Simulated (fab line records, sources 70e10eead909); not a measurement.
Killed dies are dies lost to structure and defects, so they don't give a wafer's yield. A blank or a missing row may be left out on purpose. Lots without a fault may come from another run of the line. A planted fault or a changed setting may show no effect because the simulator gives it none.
Which tool did it? | flow nand_harc | 12 lots, 36 wafers sampled, at 6 steps of a route of 1302

WHAT THE GAUGES READ, wafer by wafer
NHARC_P_GATE_INSPECT_68.
lot  | measured     | on                | raw_defect_count
L459 | day 6 01:48  | defect_inspect-01 | 156 156 138
L460 | day 6 09:32  | defect_inspect-01 | 140 233 185
L466 | day 8 16:17  | defect_inspect-02 | 152 203 157
L467 | day 9 05:15  | defect_inspect-01 | 202 178 229
L468 | day 9 21:09  | defect_inspect-01 | 381 216 332
L469 | day 10 05:56 | defect_inspect-02 | 1177 1146 1211
L470 | day 10 14:26 | defect_inspect-02 | 1215 1208 1074
L471 | day 11 02:49 | defect_inspect-02 | 1229 1225 1219
L474 | day 11 22:38 | defect_inspect-02 | 137 381 135
L480 | day 14 15:40 | defect_inspect-01 | 143 176 183
L481 | day 15 00:16 | defect_inspect-01 | 196 150 128
L482 | day 15 06:17 | defect_inspect-02 | 407 227 351

NHARC_END_SORT_01.
lot  | measured     | on        | killed_at_array | killed_at_other | killed_at_periphery | killed_dies | killed_open | killed_short
L469 | day 29 02:26 | prober-01 | 44 34 41        | 0 0 0           | 63 87 68            | 107 121 109 | 2 1 5       | 1 1 2
L470 | day 29 21:07 | prober-02 | 38 32 32        | 0 2 0           | 102 67 98           | 140 101 130 | 5 3 1       | 3 4 1
L471 | day 30 20:46 | prober-02 | 37 63 58        | 0 0 0           | 97 99 71            | 134 162 129 | 4 2 5       | 6 2 2

WHICH TOOL RAN EACH LOT (tool, then ch and the chambers of the sampled wafers, then the start)
lot  | NHARC_P_GATE_STRIP_35               | NHARC_P_GATE_STRIP_111               | NHARC_P_GATE_STRIP_75                | NHARC_P_CONTACT_DESCUM_17
L459 | wet_bench-05 ch 0,1,5, day 5 08:28  | plasma_asher-02 ch 0,1, day 5 19:49  | plasma_asher-02 ch 0,1, day 5 20:04  | rie_diel-05 ch 0,1,2, day 6 03:38
L460 | wet_bench-07 ch 3,4,7, day 5 14:04  | plasma_asher-01 ch 0,1, day 6 03:39  | plasma_asher-01 ch 0,1, day 6 03:57  | rie_diel-07 ch 0,1, day 6 11:20
L466 | wet_bench-05 ch 0,4,6, day 7 22:42  | plasma_asher-02 ch 0,1, day 8 10:14  | plasma_asher-02 ch 0,1, day 8 10:29  | rie_diel-11 ch 2,3, day 8 17:58
L467 | wet_bench-07 ch 3,4,6, day 8 11:47  | plasma_asher-01 ch 0,1, day 8 23:03  | plasma_asher-01 ch 0,1, day 8 23:19  | rie_diel-11 ch 0,1,2, day 9 06:56
L468 | wet_bench-07 ch 0,2,3, day 9 01:54  | plasma_asher-01 ch 0,1, day 9 15:16  | plasma_asher-01 ch 0,1, day 9 15:34  | rie_diel-11 ch 0,1,2, day 9 23:02
L469 | wet_bench-07 ch 1,5,6, day 9 12:03  | plasma_asher-01 ch 0,1, day 9 23:32  | plasma_asher-01 ch 0,1, day 9 23:51  | rie_diel-05 ch 0,2,3, day 10 07:46
L470 | wet_bench-07 ch 0,1,5, day 9 20:55  | plasma_asher-02 ch 0,1, day 10 08:22 | plasma_asher-02 ch 0,1, day 10 08:33 | rie_diel-07 ch 0,1, day 10 16:16
L471 | wet_bench-07 ch 0,1,2, day 10 08:10 | plasma_asher-01 ch 0,1, day 10 19:45 | plasma_asher-01 ch 0,1, day 10 20:03 | rie_diel-07 ch 0,1,3, day 11 04:35
L474 | wet_bench-01 ch 0,1,6, day 11 05:15 | plasma_asher-01 ch 0,1, day 11 16:37 | plasma_asher-01 ch 0,1, day 11 16:55 | rie_diel-07 ch 0,1, day 12 00:26
L480 | wet_bench-07 ch 1,4,5, day 13 22:28 | plasma_asher-02 ch 0,1, day 14 10:04 | plasma_asher-02 ch 0,1, day 14 10:14 | rie_diel-11 ch 1,2,3, day 14 17:28
L481 | wet_bench-07 ch 1,5,6, day 14 06:33 | plasma_asher-01 ch 0,1, day 14 17:54 | plasma_asher-01 ch 0,1, day 14 18:13 | rie_diel-07 ch 2,3, day 15 01:57
L482 | wet_bench-07 ch 2,4,5, day 14 12:49 | plasma_asher-02 ch 0,1, day 15 00:28 | plasma_asher-02 ch 0,1, day 15 00:41 | rie_diel-07 ch 0,1, day 15 08:04
- NHARC_P_GATE_STRIP_35: strips in SPM, time 600 s.
- NHARC_P_GATE_STRIP_111: strips in N2/H2, time 250 s.
- NHARC_P_GATE_STRIP_75: strips in O2.
- NHARC_P_CONTACT_DESCUM_17: chemistry O2, time 3 s.

WHAT THE TOOLS THEMSELVES READ (means of the sampled wafers that have a number; where no wafer has one, the mark that the record gives instead)
NHARC_P_GATE_STRIP_111.
lot  | tool            | drypump_motor_current_A (A) | heater_power_w (W)
L459 | plasma_asher-02 | 5.33                        | 101
L460 | plasma_asher-01 | 5.72                        | 81
L466 | plasma_asher-02 | 5.34                        | 101
L467 | plasma_asher-01 | 5.72                        | 84
L468 | plasma_asher-01 | 5.73                        | 80
L469 | plasma_asher-01 | 5.75                        | 79
L470 | plasma_asher-02 | 5.36                        | 98
L471 | plasma_asher-01 | 5.76                        | 78
L474 | plasma_asher-01 | 5.75                        | 78
L480 | plasma_asher-02 | 5.33                        | 102
L481 | plasma_asher-01 | 5.73                        | 79
L482 | plasma_asher-02 | 5.33                        | 103

NHARC_P_GATE_STRIP_75.
lot  | tool            | drypump_motor_current_A (A) | heater_power_w (W)
L459 | plasma_asher-02 | 5.34                        | 375
L460 | plasma_asher-01 | 5.74                        | 302
L466 | plasma_asher-02 | 5.34                        | 364
L467 | plasma_asher-01 | 5.71                        | 310
L468 | plasma_asher-01 | 5.74                        | 293
L469 | plasma_asher-01 | 5.74                        | 300
L470 | plasma_asher-02 | 5.36                        | 366
L471 | plasma_asher-01 | 5.74                        | 294
L474 | plasma_asher-01 | 5.74                        | 298
L480 | plasma_asher-02 | 5.35                        | 382
L481 | plasma_asher-01 | 5.73                        | 297
L482 | plasma_asher-02 | 5.33                        | 390

NHARC_P_CONTACT_DESCUM_17.
lot  | tool        | drypump_motor_current_A (A) | oes_product_au (a.u.) | rf_vpp_V (V) | showerhead_plenum_p_Torr (Torr) | throttle_valve_pct (%)
L459 | rie_diel-05 | 5.78                        | 1.006                 | 57.7         | 2.00                            | 11.305
L460 | rie_diel-07 | 5.87                        | 0.979                 | 57.9         | 1.99                            | 11.314
L466 | rie_diel-11 | 5.62                        | 0.993                 | 57.8         | 1.90                            | 11.307
L467 | rie_diel-11 | 5.67                        | 1.003                 | 57.6         | 1.85                            | 11.316
L468 | rie_diel-11 | 5.69                        | 0.999                 | 57.0         | 1.86                            | 11.313
L469 | rie_diel-05 | 5.61                        | 1.008                 | 57.7         | 1.97                            | 11.303
L470 | rie_diel-07 | 5.68                        | 0.995                 | 57.6         | 1.96                            | 11.311
L471 | rie_diel-07 | 5.84                        | 0.999                 | 58.7         | 1.96                            | 11.318
L474 | rie_diel-07 | 5.86                        | 0.993                 | 58.7         | 1.99                            | 11.309
L480 | rie_diel-11 | 5.53                        | 1.002                 | 57.2         | 1.88                            | 11.313
L481 | rie_diel-07 | 6.06                        | 1.007                 | 58.6         | 1.97                            | 11.312
L482 | rie_diel-07 | 5.69                        | 0.996                 | 57.6         | 1.95                            | 11.313

THE ANSWER, worked out from the rows above alone
Rule: what is usual is taken from the lots themselves. Put in order of their means at a reading, lots are off if they are a third of the lots or fewer, leave a main group of 4 or more, and stand apart from it by a gap of 3 or more times the standard deviation of the main group's means; of several such gaps the widest counts. A main group whose means are all the same, to the digits that the tables above print for the reading, isn't used. A lot without any number at a reading at which 4 lots or more have one is off too. The other lots that the step has rows for count as sound. The gauges are gone through in route order, then the tools' own readings, and for those a lot's mean is taken as printed above. The first step at which some lot is off is used, and at that step the reading that is off furthest; a lot without a number counts as furthest.
Off: L469, L470, L471, at NHARC_P_GATE_INSPECT_68 (raw_defect_count). The main group: mean 210, standard deviation 62.
A tool fits if, at a process step before that reading, it ran every lot that is off, and no sound lot after the first of them. The gauges at NHARC_P_GATE_INSPECT_68 are tried like those tools. None of those tried fits.

WHAT THE SIMULATOR HAD PUT IN
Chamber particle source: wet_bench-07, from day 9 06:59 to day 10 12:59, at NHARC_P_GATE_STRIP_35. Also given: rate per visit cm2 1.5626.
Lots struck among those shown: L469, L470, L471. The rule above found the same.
